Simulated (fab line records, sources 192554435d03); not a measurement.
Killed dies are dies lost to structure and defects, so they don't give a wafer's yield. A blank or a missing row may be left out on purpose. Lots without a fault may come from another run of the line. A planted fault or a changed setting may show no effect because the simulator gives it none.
Chamber matching | flow n5_finfet | N5_BEOL_M0_SAQP_SPACER1_ETCHBACK_99 on rie_diel-02: 4 sister chambers
The step etches SiO2 in CHF3/O2, target depth 15.4 nm, time 7.7 s. 20 wafers are shown with their chamber, then 10 later ones without.

WAFERS WITH THEIR CHAMBER
wafer  | chamber | drypump_motor_current_A (A) | showerhead_plenum_p_Torr (Torr) | throttle_valve_pct (%)
L074.2 | 3       | 6.0                         | 2.32                            | 18.95
L074.4 | 1       | 6.4                         | 2.34                            | 19.02
L074.6 | 2       | 5.6                         | 2.48                            | 18.59
L075.2 | 2       | 5.5                         | 2.48                            | 18.60
L075.4 | 3       | 6.0                         | 2.32                            | 18.95
L075.5 | 0       | 5.0                         | 2.48                            | 18.64
L078.1 | 2       | 5.6                         | 2.48                            | 18.62
L078.4 | 0       | 5.1                         | 2.48                            | 18.65
L078.5 | 2       | 5.6                         | 2.48                            | 18.59
L079.1 | 2       | 5.5                         | 2.48                            | 18.61
L079.2 | 1       | 6.4                         | 2.34                            | 19.02
L079.3 | 0       | 5.0                         | 2.48                            | 18.65
L082.3 | 2       | 5.6                         | 2.48                            | 18.61
L082.5 | 3       | 6.0                         | 2.32                            | 18.98
L082.6 | 0       | 5.0                         | 2.47                            | 18.66
L083.1 | 0       | 5.0                         | 2.47                            | 18.66
L083.3 | 2       | 5.6                         | 2.48                            | 18.62
L083.5 | 1       | 6.4                         | 2.34                            | 19.04
L084.3 | 1       | 6.4                         | 2.33                            | 19.06
L084.5 | 2       | 5.6                         | 2.47                            | 18.63

SIGNATURES (means of the wafers above)
reading                  | chamber 0 | chamber 1 | chamber 2 | chamber 3 | scatter within a chamber
drypump_motor_current_A  | 5.020     | 6.400     | 5.575     | 6.000     | 0.0379
showerhead_plenum_p_Torr | 2.4760    | 2.3375    | 2.4787    | 2.3200    | 0.0042
throttle_valve_pct       | 18.6520   | 19.0350   | 18.6088   | 18.9600   | 0.0147
Rule: a wafer's distance from a chamber is the root of the sum, over the readings, of the square of ((its reading less the chamber's mean) divided by the reading's scatter). The wafer belongs to the nearest chamber; if the next one is less than 2 further off, it can't be placed. The scatter: the root of (the sum of the squares of (reading less its chamber's mean) over the shown wafers, divided by (wafers less chambers)).

WAFERS WITHOUT THEIR CHAMBER
wafer  | drypump_motor_current_A (A) | showerhead_plenum_p_Torr (Torr) | throttle_valve_pct (%)
L084.6 | 6.4                         | 2.33                            | 19.04
L088.1 | 5.6                         | 2.47                            | 18.63
L088.3 | 6.4                         | 2.33                            | 19.06
L088.6 | 6.4                         | 2.33                            | 19.05
L089.2 | 6.4                         | 2.33                            | 19.05
L089.3 | 5.0                         | 2.47                            | 18.66
L089.5 | 6.0                         | 2.31                            | 18.98
L090.4 | 6.0                         | 2.31                            | 18.99
L090.5 | 6.4                         | 2.33                            | 19.06
L090.6 | 5.6                         | 2.47                            | 18.65

WHICH CHAMBER EACH WENT THROUGH
wafer  | from the rows above | in truth
L084.6 | 1                   | 1
L088.1 | 2                   | 2
L088.3 | 1                   | 1
L088.6 | 1                   | 1
L089.2 | 1                   | 1
L089.3 | 0                   | 0
L089.5 | 3                   | 3
L090.4 | 3                   | 3
L090.5 | 1                   | 1
L090.6 | 2                   | 2
Placed correctly: 10 of 10. Can't be placed from these rows: 0. Placed wrongly: 0.
